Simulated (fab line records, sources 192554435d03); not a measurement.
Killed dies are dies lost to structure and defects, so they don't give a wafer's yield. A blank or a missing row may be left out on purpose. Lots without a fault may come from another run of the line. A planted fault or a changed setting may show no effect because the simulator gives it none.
Which tool did it? | flow n5_finfet | 23 lots, 69 wafers sampled, at 6 steps of a route of 1938

WHAT THE GAUGES READ, wafer by wafer
N5_ILD0_THK_MEAS_04.
lot  | measured    | on            | thk_nm (nm)
L074 | day 3 16:27 | film_metro-02 | 194.7 195.0 194.6
L075 | day 3 18:40 | film_metro-01 | 196.7 198.3 197.3
L076 | day 4 03:14 | film_metro-01 | 198.8 195.9 198.8
L077 | day 4 07:22 | film_metro-02 | 197.9 197.5 198.7
L078 | day 4 15:20 | film_metro-01 | 198.2 196.9 197.2
L079 | day 5 00:09 | film_metro-01 | 196.5 197.3 196.7
L080 | day 5 05:58 | film_metro-01 | 196.6 198.1 198.3
L081 | day 5 11:43 | film_metro-01 | 196.5 196.1 198.3
L082 | day 5 21:36 | film_metro-02 | 194.5 196.0 195.3
L083 | day 5 23:41 | film_metro-01 | 199.9 196.5 196.5
L084 | day 6 06:47 | film_metro-02 | 196.1 196.4 196.5
L085 | day 6 15:19 | film_metro-02 | 196.3 197.6 196.5
L086 | day 6 15:38 | film_metro-02 | 196.1 197.0 195.8
L087 | day 6 22:04 | film_metro-02 | 198.2 196.0 197.0
L088 | day 7 06:22 | film_metro-02 | 197.4 196.3 198.2
L089 | day 7 10:33 | film_metro-02 | 198.3 197.0 197.5
L090 | day 7 16:06 | film_metro-02 | 197.0 197.8 198.2
L091 | day 7 20:08 | film_metro-01 | 197.9 197.3 197.4
L092 | day 8 03:55 | film_metro-02 | 198.6 197.0 198.6
L094 | day 8 16:44 | film_metro-01 | 197.6 198.0 197.3
L095 | day 8 20:31 | film_metro-02 | 197.3 195.7 197.8
L096 | day 9 10:03 | film_metro-02 | 196.5 197.6 198.3
L097 | day 9 10:20 | film_metro-01 | 197.4 198.6 198.2

WHICH TOOL RAN EACH LOT (tool, then ch and the chambers of the sampled wafers, then the start)
lot  | N5_DUMMY_GATE_ETCH_37             | N5_SD_EPI_N_ETCH_45               | N5_SD_EPI_N_VAPOR_ETCH_50      | N5_SD_EPI_P_ETCH_36               | N5_SD_ACTIVATION_RTA_00
L074 | rie_diel-02 ch 1,3, day 3 00:44   | rie_diel-01 ch 0,1,2, day 3 03:44 | epi_rpcvd-02 ch 0, day 3 04:43 | rie_diel-06 ch 0,2,3, day 3 07:46 | rtp_anneal-01 ch 0, day 3 11:30
L075 | rie_diel-06 ch 1,2, day 3 04:20   | rie_diel-03 ch 0,3, day 3 07:29   | epi_rpcvd-02 ch 0, day 3 08:29 | rie_diel-02 ch 0,1,2, day 3 11:26 | rtp_anneal-01 ch 0, day 3 15:14
L076 | rie_diel-05 ch 0,1,3, day 3 12:14 | rie_diel-03 ch 0,2, day 3 15:03   | epi_rpcvd-04 ch 0, day 3 16:03 | rie_diel-02 ch 0,2, day 3 19:12   | rtp_anneal-02 ch 0, day 3 23:46
L077 | rie_diel-06 ch 1,3, day 3 16:50   | rie_diel-03 ch 1,2,3, day 3 19:40 | epi_rpcvd-04 ch 0, day 3 20:39 | rie_diel-05 ch 0,1,3, day 4 00:10 | rtp_anneal-02 ch 0, day 4 03:56
L078 | rie_diel-06 ch 2,3, day 4 01:05   | rie_diel-01 ch 1,2, day 4 04:01   | epi_rpcvd-03 ch 0, day 4 05:01 | rie_diel-05 ch 0,2,3, day 4 08:07 | rtp_anneal-02 ch 0, day 4 11:49
L079 | rie_diel-06 ch 1,3, day 4 07:22   | rie_diel-03 ch 1,2,3, day 4 10:29 | epi_rpcvd-03 ch 0, day 4 12:11 | rie_diel-02 ch 0,2, day 4 16:52   | rtp_anneal-02 ch 0, day 4 20:39
L080 | rie_diel-06 ch 1,3, day 4 10:29   | rie_diel-03 ch 0,1,3, day 4 14:49 | epi_rpcvd-04 ch 0, day 4 15:55 | rie_diel-05 ch 2,3, day 4 19:41   | rtp_anneal-02 ch 0, day 5 00:28
L081 | rie_diel-05 ch 0,2,3, day 4 19:35 | rie_diel-01 ch 0,2,3, day 4 22:31 | epi_rpcvd-03 ch 0, day 4 23:34 | rie_diel-06 ch 2,3, day 5 04:16   | rtp_anneal-02 ch 0, day 5 08:13
L082 | rie_diel-05 ch 0,2,3, day 5 05:55 | rie_diel-04 ch 2,3, day 5 08:35   | epi_rpcvd-04 ch 0, day 5 09:47 | rie_diel-05 ch 0,2, day 5 13:19   | rtp_anneal-02 ch 0, day 5 18:02
L083 | rie_diel-05 ch 0,2, day 5 09:16   | rie_diel-03 ch 1,2,3, day 5 11:44 | epi_rpcvd-02 ch 0, day 5 12:55 | rie_diel-02 ch 0,2,3, day 5 16:32 | rtp_anneal-02 ch 0, day 5 20:17
L084 | rie_diel-05 ch 1,3, day 5 16:47   | rie_diel-01 ch 0,2,3, day 5 19:24 | epi_rpcvd-04 ch 0, day 5 20:24 | rie_diel-05 ch 1,2,3, day 5 23:22 | rtp_anneal-02 ch 0, day 6 03:20
L085 | rie_diel-02 ch 0,2,3, day 5 23:42 | rie_diel-04 ch 0,3, day 6 02:56   | epi_rpcvd-04 ch 0, day 6 03:56 | rie_diel-06 ch 0,1, day 6 07:14   | rtp_anneal-02 ch 0, day 6 11:53
L086 | rie_diel-02 ch 0,2,3, day 6 00:28 | rie_diel-03 ch 0,1,2, day 6 03:38 | epi_rpcvd-03 ch 0, day 6 04:43 | rie_diel-05 ch 0,3, day 6 08:22   | rtp_anneal-02 ch 0, day 6 12:13
L087 | rie_diel-06 ch 0,1,3, day 6 08:04 | rie_diel-01 ch 0,2, day 6 10:43   | epi_rpcvd-02 ch 0, day 6 11:43 | rie_diel-05 ch 0,2, day 6 14:41   | rtp_anneal-02 ch 0, day 6 18:39
L088 | rie_diel-02 ch 0,1,2, day 6 14:59 | rie_diel-01 ch 1,2,3, day 6 17:29 | epi_rpcvd-03 ch 0, day 6 18:30 | rie_diel-02 ch 0,1,3, day 6 21:29 | rtp_anneal-02 ch 0, day 7 01:47
L089 | rie_diel-02 ch 0,1,2, day 6 15:49 | rie_diel-03 ch 1,2, day 6 20:25   | epi_rpcvd-04 ch 0, day 6 21:26 | rie_diel-02 ch 0,1,3, day 7 00:22 | rtp_anneal-02 ch 0, day 7 07:06
L090 | rie_diel-05 ch 0,1,2, day 7 02:01 | rie_diel-03 ch 0,2, day 7 04:46   | epi_rpcvd-02 ch 0, day 7 05:49 | rie_diel-06 ch 0,1,2, day 7 08:36 | rtp_anneal-02 ch 0, day 7 12:43
L091 | rie_diel-06 ch 2,3, day 7 04:46   | rie_diel-01 ch 0,1,3, day 7 07:15 | epi_rpcvd-04 ch 0, day 7 08:21 | rie_diel-06 ch 0,1,2, day 7 11:57 | rtp_anneal-02 ch 0, day 7 16:37
L092 | rie_diel-02 ch 0,1, day 7 10:47   | rie_diel-01 ch 1,3, day 7 14:20   | epi_rpcvd-02 ch 0, day 7 15:22 | rie_diel-06 ch 0,2, day 7 18:37   | rtp_anneal-02 ch 0, day 8 00:29
L094 | rie_diel-06 ch 1,2,3, day 7 23:00 | rie_diel-01 ch 0,2,3, day 8 01:49 | epi_rpcvd-04 ch 0, day 8 02:55 | rie_diel-02 ch 0,1,3, day 8 06:23 | rtp_anneal-02 ch 0, day 8 11:11
L095 | rie_diel-05 ch 0,1, day 8 04:55   | rie_diel-04 ch 2,3, day 8 07:46   | epi_rpcvd-03 ch 0, day 8 08:47 | rie_diel-06 ch 0,1, day 8 12:50   | rtp_anneal-02 ch 0, day 8 16:45
L096 | rie_diel-05 ch 1,3, day 8 19:05   | rie_diel-03 ch 0,2, day 8 22:11   | epi_rpcvd-03 ch 0, day 8 23:32 | rie_diel-02 ch 0,2, day 9 02:29   | rtp_anneal-01 ch 0, day 9 06:18
L097 | rie_diel-06 ch 2,3, day 8 19:08   | rie_diel-04 ch 1,2, day 8 22:22   | epi_rpcvd-02 ch 0, day 8 23:46 | rie_diel-06 ch 0,3, day 9 02:52   | rtp_anneal-02 ch 0, day 9 06:47
- N5_DUMMY_GATE_ETCH_37: etches SOC in N2/H2, target depth 60 nm, overetch 30 nm.
- N5_SD_EPI_N_ETCH_45: etches SiOCN in CH3F/O2, target depth 6 nm.
- N5_SD_EPI_N_VAPOR_ETCH_50: etches Si in HCl, time 54 s.
- N5_SD_EPI_P_ETCH_36: etches SiARC in CF4, target depth 45.5 nm, time 75.8 s.
- N5_SD_ACTIVATION_RTA_00: time 0 s.

WHAT THE TOOLS THEMSELVES READ (means of the sampled wafers that have a number; where no wafer has one, the mark that the record gives instead)
N5_DUMMY_GATE_ETCH_37.
lot  | tool        | drypump_motor_current_A (A) | h2_flow_sccm (sccm) | oes_product_au (a.u.) | rf_vpp_V (V) | showerhead_plenum_p_Torr (Torr) | throttle_valve_pct (%)
L074 | rie_diel-02 | 5.7                         | 199.8               | 0.55                  | 523.5        | 2.54                            | 18.37
L075 | rie_diel-06 | 6.2                         | 199.6               | 0.57                  | 524.4        | 2.59                            | 18.19
L076 | rie_diel-05 | 5.5                         | 199.9               | 0.58                  | 524.3        | 2.56                            | 17.87
L077 | rie_diel-06 | 6.3                         | 200.1               | 0.61                  | 522.6        | 2.49                            | 18.00
L078 | rie_diel-06 | 6.0                         | 200.5               | 0.57                  | 523.0        | 2.48                            | 18.07
L079 | rie_diel-06 | 6.3                         | 200.0               | 0.61                  | 523.0        | 2.49                            | 18.02
L080 | rie_diel-06 | 6.3                         | 199.6               | 0.61                  | 522.7        | 2.49                            | 18.02
L081 | rie_diel-05 | 5.7                         | 199.8               | 0.59                  | 525.0        | 2.57                            | 17.96
L082 | rie_diel-05 | 5.7                         | 200.1               | 0.59                  | 524.6        | 2.56                            | 17.97
L083 | rie_diel-05 | 5.9                         | 200.1               | 0.58                  | 524.4        | 2.55                            | 18.14
L084 | rie_diel-05 | 5.5                         | 200.1               | 0.57                  | 525.6        | 2.60                            | 17.87
L085 | rie_diel-02 | 5.5                         | 200.0               | 0.65                  | 524.0        | 2.56                            | 17.87
L086 | rie_diel-02 | 5.6                         | 200.2               | 0.65                  | 524.2        | 2.56                            | 17.86
L087 | rie_diel-06 | 5.9                         | 200.5               | 0.60                  | 521.0        | 2.43                            | 18.02
L088 | rie_diel-02 | 6.0                         | 200.5               | 0.64                  | 525.2        | 2.60                            | 17.76
L089 | rie_diel-02 | 6.0                         | 200.5               | 0.64                  | 525.7        | 2.60                            | 17.75
L090 | rie_diel-05 | 5.8                         | 200.2               | 0.57                  | 524.6        | 2.60                            | 18.13
L091 | rie_diel-06 | 6.1                         | 199.9               | 0.70                  | 524.2        | 2.54                            | 17.89
L092 | rie_diel-02 | 6.4                         | 199.5               | 0.67                  | 527.5        | 2.69                            | 17.74
L094 | rie_diel-06 | 6.2                         | 199.2               | 0.64                  | 523.3        | 2.51                            | 17.99
L095 | rie_diel-05 | 5.8                         | 199.5               | 0.55                  | 523.8        | 2.54                            | 18.08
L096 | rie_diel-05 | 5.5                         | 199.8               | 0.56                  | 523.9        | 2.60                            | 17.90
L097 | rie_diel-06 | 6.1                         | 200.5               | 0.69                  | 523.9        | 2.53                            | 17.90

N5_SD_EPI_N_ETCH_45.
lot  | tool        | drypump_motor_current_A (A) | oes_product_au (a.u.) | rf_vpp_V (V) | showerhead_plenum_p_Torr (Torr) | throttle_valve_pct (%)
L074 | rie_diel-01 | 6.3                         | 0.75                  | 127.6        | 1.99                            | 23.64
L075 | rie_diel-03 | 6.2                         | 0.73                  | 128.0        | 2.01                            | 23.27
L076 | rie_diel-03 | 5.4                         | 0.78                  | 126.7        | 1.93                            | 23.03
L077 | rie_diel-03 | 5.7                         | 0.75                  | 127.4        | 2.02                            | 23.16
L078 | rie_diel-01 | 6.3                         | 0.75                  | 126.8        | 1.93                            | 23.64
L079 | rie_diel-03 | 5.7                         | 0.75                  | 127.8        | 2.02                            | 23.16
L080 | rie_diel-03 | 5.8                         | 0.70                  | 127.2        | 2.01                            | 23.30
L081 | rie_diel-01 | 6.3                         | 0.85                  | 127.6        | 1.99                            | 23.38
L082 | rie_diel-04 | 5.3                         | 0.72                  | 126.7        | 1.90                            | 23.26
L083 | rie_diel-03 | 5.7                         | 0.74                  | 127.7        | 2.01                            | 23.17
L084 | rie_diel-01 | 6.3                         | 0.83                  | 126.9        | 1.98                            | 23.40
L085 | rie_diel-04 | 5.5                         | 0.74                  | 127.0        | 1.93                            | 23.33
L086 | rie_diel-03 | 5.3                         | 0.73                  | 126.9        | 1.96                            | 23.20
L087 | rie_diel-01 | 6.4                         | 0.73                  | 126.9        | 2.02                            | 23.66
L088 | rie_diel-01 | 6.1                         | 0.88                  | 127.4        | 1.94                            | 23.28
L089 | rie_diel-03 | 5.2                         | 0.72                  | 127.5        | 2.01                            | 23.21
L090 | rie_diel-03 | 5.4                         | 0.75                  | 127.1        | 1.92                            | 23.07
L091 | rie_diel-01 | 6.1                         | 0.86                  | 128.2        | 1.99                            | 23.27
L092 | rie_diel-01 | 5.9                         | 0.93                  | 127.0        | 1.95                            | 23.03
L094 | rie_diel-01 | 6.3                         | 0.80                  | 127.2        | 1.98                            | 23.42
L095 | rie_diel-04 | 5.5                         | 0.71                  | 125.9        | 1.89                            | 23.42
L096 | rie_diel-03 | 5.5                         | 0.71                  | 126.5        | 1.90                            | 23.21
L097 | rie_diel-04 | 5.9                         | 0.80                  | 126.7        | 1.95                            | 23.37

N5_SD_EPI_N_VAPOR_ETCH_50.
lot  | tool         | throttle_valve_pct (%)
L074 | epi_rpcvd-02 | 11.6
L075 | epi_rpcvd-02 | 11.5
L076 | epi_rpcvd-04 | 10.9
L077 | epi_rpcvd-04 | 11.1
L078 | epi_rpcvd-03 | 11.6
L079 | epi_rpcvd-03 | 11.8
L080 | epi_rpcvd-04 | 10.9
L081 | epi_rpcvd-03 | 11.5
L082 | epi_rpcvd-04 | 11.0
L083 | epi_rpcvd-02 | 11.5
L084 | epi_rpcvd-04 | 10.9
L085 | epi_rpcvd-04 | 11.0
L086 | epi_rpcvd-03 | 11.6
L087 | epi_rpcvd-02 | 11.5
L088 | epi_rpcvd-03 | 11.7
L089 | epi_rpcvd-04 | 11.1
L090 | epi_rpcvd-02 | 11.7
L091 | epi_rpcvd-04 | 10.9
L092 | epi_rpcvd-02 | 11.6
L094 | epi_rpcvd-04 | 10.9
L095 | epi_rpcvd-03 | 11.6
L096 | epi_rpcvd-03 | 11.6
L097 | epi_rpcvd-02 | 11.7

N5_SD_EPI_P_ETCH_36.
lot  | tool        | drypump_motor_current_A (A) | etch_rf_on_time_s (s) | oes_product_au (a.u.) | rf_vpp_V (V) | showerhead_plenum_p_Torr (Torr) | throttle_valve_pct (%)
L074 | rie_diel-06 | 5.8                         | 75.7                  | 0.64                  | 182.7        | 2.08                            | 15.89
L075 | rie_diel-02 | 6.0                         | 75.7                  | 0.64                  | 183.6        | 2.10                            | 15.57
L076 | rie_diel-02 | 5.6                         | 72.7                  | 0.69                  | 183.9        | 2.12                            | 15.49
L077 | rie_diel-05 | 5.5                         | 77.4                  | 0.61                  | 185.0        | 2.15                            | 15.59
L078 | rie_diel-05 | 5.6                         | 75.3                  | 0.64                  | 184.3        | 2.16                            | 15.70
L079 | rie_diel-02 | 5.6                         | 73.8                  | 0.69                  | 183.1        | 2.12                            | 15.51
L080 | rie_diel-05 | 5.7                         | 74.0                  | 0.67                  | 183.7        | 2.20                            | 15.74
L081 | rie_diel-06 | 6.1                         | 78.1                  | 0.58                  | 183.7        | 2.15                            | 16.03
L082 | rie_diel-05 | 5.9                         | 75.6                  | 0.65                  | 184.9        | 2.20                            | 15.93
L083 | rie_diel-02 | 5.5                         | 73.8                  | 0.71                  | 184.3        | 2.15                            | 15.58
L084 | rie_diel-05 | 5.6                         | 76.7                  | 0.62                  | 184.7        | 2.19                            | 15.64
L085 | rie_diel-06 | 5.6                         | 73.5                  | 0.68                  | 182.6        | 2.04                            | 15.82
L086 | rie_diel-05 | 5.3                         | 75.7                  | 0.62                  | 183.7        | 2.12                            | 15.53
L087 | rie_diel-05 | 5.8                         | 76.5                  | 0.62                  | 183.7        | 2.16                            | 15.92
L088 | rie_diel-02 | 5.9                         | 73.9                  | 0.73                  | 185.8        | 2.22                            | 15.52
L089 | rie_diel-02 | 5.9                         | 73.6                  | 0.73                  | 185.5        | 2.22                            | 15.51
L090 | rie_diel-06 | 5.9                         | 75.2                  | 0.72                  | 183.7        | 2.10                            | 15.77
L091 | rie_diel-06 | 6.0                         | 74.8                  | 0.71                  | 183.4        | 2.10                            | 15.77
L092 | rie_diel-06 | 5.5                         | 75.5                  | 0.71                  | 183.8        | 2.05                            | 15.74
L094 | rie_diel-02 | 6.0                         | 74.0                  | 0.72                  | 185.2        | 2.21                            | 15.53
L095 | rie_diel-06 | 6.1                         | 72.8                  | 0.67                  | 183.8        | 2.07                            | 15.88
L096 | rie_diel-02 | 5.6                         | 73.6                  | 0.66                  | 183.8        | 2.11                            | 15.57
L097 | rie_diel-06 | 5.8                         | 76.1                  | 0.62                  | 182.5        | 2.03                            | 15.91

N5_SD_ACTIVATION_RTA_00.
lot  | tool          | lamp_power_pct (%) | lamp_zone_4_pct (%) | wafer_temp_C_max
L074 | rtp_anneal-01 | 8.99               | 8.95                | 974.4
L075 | rtp_anneal-01 | 8.97               | 8.95                | 974.2
L076 | rtp_anneal-02 | 8.95               | 8.94                | 976.8
L077 | rtp_anneal-02 | 9.03               | 8.96                | 974.7
L078 | rtp_anneal-02 | 8.95               | 8.92                | 974.0
L079 | rtp_anneal-02 | 8.97               | 8.99                | 972.5
L080 | rtp_anneal-02 | 8.97               | 8.94                | 974.3
L081 | rtp_anneal-02 | 8.97               | 8.93                | 974.6
L082 | rtp_anneal-02 | 8.93               | 8.96                | 974.1
L083 | rtp_anneal-02 | 8.92               | 8.93                | 973.4
L084 | rtp_anneal-02 | 8.94               | 8.91                | 976.0
L085 | rtp_anneal-02 | 8.95               | 8.94                | 974.8
L086 | rtp_anneal-02 | 8.98               | 8.94                | 975.4
L087 | rtp_anneal-02 | 8.99               | 8.96                | 973.6
L088 | rtp_anneal-02 | 8.95               | 8.90                | 973.9
L089 | rtp_anneal-02 | 8.97               | 8.96                | 973.7
L090 | rtp_anneal-02 | 8.95               | 8.95                | 973.7
L091 | rtp_anneal-02 | 8.97               | 8.97                | 976.1
L092 | rtp_anneal-02 | 8.97               | 8.98                | 976.7
L094 | rtp_anneal-02 | 8.98               | 8.99                | 974.7
L095 | rtp_anneal-02 | 8.93               | 8.95                | 974.6
L096 | rtp_anneal-01 | 8.95               | 8.94                | 975.0
L097 | rtp_anneal-02 | 8.99               | 8.96                | 974.7

THE ANSWER, worked out from the rows above alone
Rule: what is usual is taken from the lots themselves. Put in order of their means at a reading, lots are off if they are a third of the lots or fewer, leave a main group of 4 or more, and stand apart from it by a gap of 3 or more times the standard deviation of the main group's means; of several such gaps the widest counts. A main group whose means are all the same, to the digits that the tables above print for the reading, isn't used. A lot without any number at a reading at which 4 lots or more have one is off too. The other lots that the step has rows for count as sound. The gauges are gone through in route order, then the tools' own readings, and for those a lot's mean is taken as printed above. The first step at which some lot is off is used, and at that step the reading that is off furthest; a lot without a number counts as furthest.
No lot is off at any reading shown: from this, nothing can be told.

WHAT THE SIMULATOR HAD PUT IN
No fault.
